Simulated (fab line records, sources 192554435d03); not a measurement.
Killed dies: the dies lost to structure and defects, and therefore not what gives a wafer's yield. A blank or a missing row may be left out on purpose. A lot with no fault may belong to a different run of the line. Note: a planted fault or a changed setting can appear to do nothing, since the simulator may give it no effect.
Which of the tools did it?	flow n5_finfet	72 wafers from 24 lots sampled at 6 of the route's 1938 steps

== WHAT EACH GAUGE READ, for each wafer ==
The record holds no reading of a measuring or inspecting step that can be judged against a usual standard deviation.

== TOOL THAT RAN EACH LOT (tool first, then ch and the chambers of the sampled wafers, then the start) ==
lot	N5_BEOL_M3_HM_OPEN_17	N5_BEOL_M3_PRE_CLEAN_45	N5_BEOL_M3_SPUTTER_81	N5_BEOL_M3_ANNEAL_87	N5_BEOL_M3_ANNEAL_95	N5_BEOL_M3_ANNEAL_51
L074	rie_metal-03 ch 0,1, day 7 02:44	pvd_sputter-01, day 7 05:35	pvd_sputter-02, day 7 06:44	pvd_sputter-02, day 7 07:02	pvd_sputter-02, day 7 07:55	rtp_anneal-01 ch 0, day 7 08:20
L076	rie_metal-01 ch 0,1, day 7 09:05	pvd_sputter-02, day 7 13:02	pvd_sputter-02, day 7 14:02	pvd_sputter-02, day 7 14:20	pvd_sputter-02, day 7 15:13	rtp_anneal-02 ch 0, day 7 15:33
L075	rie_metal-02 ch 0, day 7 13:46	pvd_sputter-02, day 7 16:31	pvd_sputter-01, day 7 17:29	pvd_sputter-01, day 7 17:47	pvd_sputter-01, day 7 18:40	rtp_anneal-01 ch 0, day 7 19:03
L077	rie_metal-01 ch 0,1, day 7 17:40	pvd_sputter-03, day 7 20:57	pvd_sputter-03, day 7 22:16	pvd_sputter-03, day 7 22:34	pvd_sputter-03, day 7 23:27	rtp_anneal-01 ch 0, day 7 23:50
L078	rie_metal-02 ch 0,1, day 8 03:47	pvd_sputter-01, day 8 05:55	pvd_sputter-03, day 8 07:06	pvd_sputter-03, day 8 07:24	pvd_sputter-03, day 8 08:17	rtp_anneal-02 ch 0, day 8 08:42
L079	rie_metal-03 ch 0,1, day 8 08:24	pvd_sputter-01, day 8 11:35	pvd_sputter-02, day 8 12:51	pvd_sputter-02, day 8 13:09	pvd_sputter-02, day 8 14:02	rtp_anneal-01 ch 0, day 8 14:22
L080	rie_metal-02 ch 0,1, day 8 14:23	pvd_sputter-03, day 8 19:05	pvd_sputter-01, day 8 22:13	pvd_sputter-01, day 8 22:31	pvd_sputter-01, day 8 23:24	rtp_anneal-02 ch 0, day 8 23:44
L081	rie_metal-01 ch 0,1, day 8 15:16	pvd_sputter-01, day 8 19:08	pvd_sputter-02, day 8 21:21	pvd_sputter-02, day 8 21:39	pvd_sputter-02, day 8 22:32	rtp_anneal-02 ch 0, day 8 22:55
L082	rie_metal-01 ch 0,1, day 9 00:25	pvd_sputter-01, day 9 02:42	pvd_sputter-01, day 9 03:54	pvd_sputter-01, day 9 04:12	pvd_sputter-01, day 9 05:05	rtp_anneal-01 ch 0, day 9 05:28
L083	rie_metal-02 ch 0,1, day 9 09:10	pvd_sputter-01, day 9 12:17	pvd_sputter-02, day 9 13:23	pvd_sputter-02, day 9 13:41	pvd_sputter-02, day 9 14:34	rtp_anneal-02 ch 0, day 9 15:00
L084	rie_metal-01 ch 0,1, day 9 09:11	pvd_sputter-01, day 9 15:13	pvd_sputter-02, day 9 16:40	pvd_sputter-02, day 9 16:58	pvd_sputter-02, day 9 17:50	rtp_anneal-02 ch 0, day 9 18:11
L085	rie_metal-02 ch 0,1, day 10 01:18	pvd_sputter-03, day 10 03:02	pvd_sputter-03, day 10 04:01	pvd_sputter-03, day 10 04:19	pvd_sputter-03, day 10 05:11	rtp_anneal-01 ch 0, day 10 05:40
L086	rie_metal-02 ch 1, day 10 01:22	pvd_sputter-01, day 10 03:35	pvd_sputter-02, day 10 06:15	pvd_sputter-02, day 10 06:33	pvd_sputter-02, day 10 07:26	rtp_anneal-01 ch 0, day 10 07:49
L088	rie_metal-02 ch 0,1, day 10 08:50	pvd_sputter-03, day 10 16:46	pvd_sputter-02, day 10 17:43	pvd_sputter-02, day 10 18:01	pvd_sputter-02, day 10 18:54	rtp_anneal-02 ch 0, day 10 19:14
L087	rie_metal-02 ch 0,1, day 10 09:54	pvd_sputter-03, day 10 16:55	pvd_sputter-01, day 10 18:02	pvd_sputter-01, day 10 18:20	pvd_sputter-01, day 10 19:13	rtp_anneal-02 ch 0, day 10 19:32
L089	rie_metal-02 ch 0,1, day 10 15:53	pvd_sputter-03, day 10 19:33	pvd_sputter-01, day 10 20:34	pvd_sputter-01, day 10 20:52	pvd_sputter-01, day 10 21:44	rtp_anneal-02 ch 0, day 10 22:05
L091	rie_metal-01 ch 0,1, day 11 00:47	pvd_sputter-02, day 11 07:07	pvd_sputter-02, day 11 08:20	pvd_sputter-02, day 11 08:38	pvd_sputter-02, day 11 09:31	rtp_anneal-01 ch 0, day 11 10:01
L090	rie_metal-03 ch 0,1, day 11 00:59	pvd_sputter-01, day 11 23:23	pvd_sputter-03, day 12 01:17	pvd_sputter-03, day 12 01:35	pvd_sputter-03, day 12 02:28	rtp_anneal-02 ch 0, day 12 03:00
L093	rie_metal-03 ch 0,1, day 11 17:27	pvd_sputter-03, day 12 02:44	pvd_sputter-02, day 12 03:54	pvd_sputter-02, day 12 04:12	pvd_sputter-02, day 12 05:05	rtp_anneal-01 ch 0, day 12 05:37
L092	rie_metal-02 ch 1, day 12 10:08	pvd_sputter-01, day 12 11:50	pvd_sputter-02, day 12 12:50	pvd_sputter-02, day 12 13:08	pvd_sputter-02, day 12 14:01	rtp_anneal-01 ch 0, day 12 14:41
L094	rie_metal-03 ch 0,1, day 12 12:35	pvd_sputter-03, day 12 18:32	pvd_sputter-03, day 12 20:11	pvd_sputter-03, day 12 20:29	pvd_sputter-03, day 12 21:22	rtp_anneal-02 ch 0, day 12 22:59
L095	rie_metal-01 ch 0,1, day 12 15:13	pvd_sputter-03, day 12 18:49	pvd_sputter-01, day 12 21:24	pvd_sputter-01, day 12 21:42	pvd_sputter-01, day 12 22:35	rtp_anneal-01 ch 0, day 12 23:57
L096	rie_metal-02 ch 0,1, day 12 22:20	pvd_sputter-03, day 13 02:30	pvd_sputter-01, day 13 03:59	pvd_sputter-01, day 13 04:17	pvd_sputter-01, day 13 05:10	rtp_anneal-02 ch 0, day 13 05:35
L097	rie_metal-02 ch 0,1, day 13 01:23	pvd_sputter-01, day 13 05:31	pvd_sputter-02, day 13 08:11	pvd_sputter-02, day 13 08:29	pvd_sputter-02, day 13 09:22	rtp_anneal-02 ch 0, day 13 09:45
- N5_BEOL_M3_HM_OPEN_17: chemistry Cl2/BCl3, target TiN, target depth 20 nm, overetch 6 nm.
- N5_BEOL_M3_PRE_CLEAN_45: time 30 s.
- N5_BEOL_M3_SPUTTER_81: material Cu, target thk 4.5 nm, time 8.29 s.
- N5_BEOL_M3_ANNEAL_87: time 240 s.
- N5_BEOL_M3_ANNEAL_95: time 240 s.
- N5_BEOL_M3_ANNEAL_51: time 90 s.

== AS READ BY THE TOOLS THEMSELVES (means over the sampled wafers that have a number; for cases with no such wafer, the mark the record gives instead) ==
N5_BEOL_M3_HM_OPEN_17. Usual: drypump_motor_current_A 5.7 A, standard deviation 0.46; oes_ar_750_au 0.74 a.u., standard deviation 0.12; oes_product_au 0.63 a.u., standard deviation 0.11; throttle_valve_pct 22.36 %, standard deviation 0.18.
lot	tool	drypump_motor_current_A (A)	oes_ar_750_au (a.u.)	oes_product_au (a.u.)	throttle_valve_pct (%)	flag
L074	rie_metal-03	6.1	0.66	0.58	22.23	
L076	rie_metal-01	5.9	0.70	0.59	22.31	
L075	rie_metal-02	5.1	0.63	0.53	22.62	
L077	rie_metal-01	6.0	0.70	0.60	22.44	
L078	rie_metal-02	5.6	0.86	0.73	22.36	
L079	rie_metal-03	5.6	0.67	0.59	22.26	
L080	rie_metal-02	5.6	0.84	0.73	22.36	
L081	rie_metal-01	6.0	0.70	0.60	22.45	
L082	rie_metal-01	5.9	0.69	0.59	22.32	
L083	rie_metal-02	5.6	0.84	0.72	22.36	
L084	rie_metal-01	6.0	0.69	0.59	22.44	
L085	rie_metal-02	5.6	0.83	0.71	22.37	
L086	rie_metal-02	5.8	0.93	0.80	22.25	
L088	rie_metal-02	5.4	0.72	0.61	22.50	
L087	rie_metal-02	5.4	0.72	0.60	22.51	
L089	rie_metal-02	5.6	0.82	0.69	22.38	
L091	rie_metal-01	5.9	0.68	0.58	22.33	
L090	rie_metal-03	6.0	0.65	0.58	22.24	
L093	rie_metal-03	5.6	0.66	0.58	22.27	
L092	rie_metal-02	5.9	0.89	0.76	22.25	
L094	rie_metal-03	5.6	0.66	0.58	22.28	
L095	rie_metal-01	5.9	0.67	0.58	22.33	
L096	rie_metal-02	5.6	0.92	0.78	22.22	
L097	rie_metal-02	5.6	0.92	0.78	22.22	

N5_BEOL_M3_PRE_CLEAN_45. Usual: heater_power_w 322 W, standard deviation 35.
lot	tool	heater_power_w (W)	flag
L074	pvd_sputter-01	289	
L076	pvd_sputter-02	361	
L075	pvd_sputter-02	349	
L077	pvd_sputter-03	346	
L078	pvd_sputter-01	293	
L079	pvd_sputter-01	316	
L080	pvd_sputter-03	331	
L081	pvd_sputter-01	292	
L082	pvd_sputter-01	289	
L083	pvd_sputter-01	318	
L084	pvd_sputter-01	290	
L085	pvd_sputter-03	336	
L086	pvd_sputter-01	315	
L088	pvd_sputter-03	331	
L087	pvd_sputter-03	334	
L089	pvd_sputter-03	333	
L091	pvd_sputter-02	351	
L090	pvd_sputter-01	292	
L093	pvd_sputter-03	335	
L092	pvd_sputter-01	290	
L094	pvd_sputter-03	347	
L095	pvd_sputter-03	346	
L096	pvd_sputter-03	335	
L097	pvd_sputter-01	324	

N5_BEOL_M3_SPUTTER_81. Usual: throttle_valve_pct 30.0 %, standard deviation 1.3.
lot	tool	throttle_valve_pct (%)	flag
L074	pvd_sputter-02	29.4	
L076	pvd_sputter-02	29.6	
L075	pvd_sputter-01	29.0	
L077	pvd_sputter-03	31.2	
L078	pvd_sputter-03	31.5	
L079	pvd_sputter-02	30.0	
L080	pvd_sputter-01	28.9	
L081	pvd_sputter-02	30.7	
L082	pvd_sputter-01	29.4	
L083	pvd_sputter-02	30.0	
L084	pvd_sputter-02	30.2	
L085	pvd_sputter-03	31.4	
L086	pvd_sputter-02	29.9	
L088	pvd_sputter-02	29.8	
L087	pvd_sputter-01	28.9	
L089	pvd_sputter-01	28.8	
L091	pvd_sputter-02	29.9	
L090	pvd_sputter-03	31.0	
L093	pvd_sputter-02	29.6	
L092	pvd_sputter-02	30.2	
L094	pvd_sputter-03	31.5	
L095	pvd_sputter-01	28.2	
L096	pvd_sputter-01	27.7	
L097	pvd_sputter-02	30.4	

N5_BEOL_M3_ANNEAL_87. Usual: heater_power_w 834 W, standard deviation 83.
lot	tool	heater_power_w (W)	flag
L074	pvd_sputter-02	918	
L076	pvd_sputter-02	881	
L075	pvd_sputter-01	740	
L077	pvd_sputter-03	838	
L078	pvd_sputter-03	831	
L079	pvd_sputter-02	909	
L080	pvd_sputter-01	714	
L081	pvd_sputter-02	847	
L082	pvd_sputter-01	730	
L083	pvd_sputter-02	888	
L084	pvd_sputter-02	871	
L085	pvd_sputter-03	831	
L086	pvd_sputter-02	909	
L088	pvd_sputter-02	894	
L087	pvd_sputter-01	721	
L089	pvd_sputter-01	719	
L091	pvd_sputter-02	887	
L090	pvd_sputter-03	865	
L093	pvd_sputter-02	897	
L092	pvd_sputter-02	880	
L094	pvd_sputter-03	836	
L095	pvd_sputter-01	783	
L096	pvd_sputter-01	783	
L097	pvd_sputter-02	869	

N5_BEOL_M3_ANNEAL_95. Usual: heater_power_w 836 W, standard deviation 85.
lot	tool	heater_power_w (W)	flag
L074	pvd_sputter-02	929	
L076	pvd_sputter-02	884	
L075	pvd_sputter-01	739	
L077	pvd_sputter-03	832	
L078	pvd_sputter-03	841	
L079	pvd_sputter-02	890	
L080	pvd_sputter-01	705	
L081	pvd_sputter-02	835	
L082	pvd_sputter-01	719	
L083	pvd_sputter-02	901	
L084	pvd_sputter-02	867	
L085	pvd_sputter-03	841	
L086	pvd_sputter-02	885	
L088	pvd_sputter-02	891	
L087	pvd_sputter-01	719	
L089	pvd_sputter-01	721	
L091	pvd_sputter-02	908	
L090	pvd_sputter-03	865	
L093	pvd_sputter-02	894	
L092	pvd_sputter-02	874	
L094	pvd_sputter-03	828	
L095	pvd_sputter-01	793	
L096	pvd_sputter-01	789	
L097	pvd_sputter-02	887	

N5_BEOL_M3_ANNEAL_51. Usual: wafer_temp_C_max 226.10, standard deviation 0.27.
lot	tool	wafer_temp_C_max	flag
L074	rtp_anneal-01	226.14	
L076	rtp_anneal-02	226.35	
L075	rtp_anneal-01	225.71	
L077	rtp_anneal-01	226.00	
L078	rtp_anneal-02	225.84	
L079	rtp_anneal-01	225.90	
L080	rtp_anneal-02	226.40	
L081	rtp_anneal-02	226.32	
L082	rtp_anneal-01	225.94	
L083	rtp_anneal-02	225.98	
L084	rtp_anneal-02	226.30	
L085	rtp_anneal-01	225.84	
L086	rtp_anneal-01	225.92	
L088	rtp_anneal-02	226.11	
L087	rtp_anneal-02	226.23	
L089	rtp_anneal-02	225.93	
L091	rtp_anneal-01	225.97	
L090	rtp_anneal-02	226.36	
L093	rtp_anneal-01	226.38	
L092	rtp_anneal-01	225.82	
L094	rtp_anneal-02	226.14	
L095	rtp_anneal-01	226.46	
L096	rtp_anneal-02	226.57	
L097	rtp_anneal-02	225.87	

== THE ANSWER, worked out from the rows above alone ==
Rule: take the mean of a lot's wafers that have a number; if it is more than 3 standard deviations from the usual mean, the lot is off. Also off: a lot with no number at a reading for which 4 or more lots have one. All remaining lots with rows at the step are treated as sound. The gauges are gone through in route order, then the tools' own readings, and for those a lot's mean is taken as printed above. The first step at which some lot is off is used, and at that step the reading that is off furthest; a lot without a number counts as furthest.
Across all readings shown, no lot is off: no conclusion can be drawn from this.

== WHAT THE SIMULATOR HAD INSERTED ==
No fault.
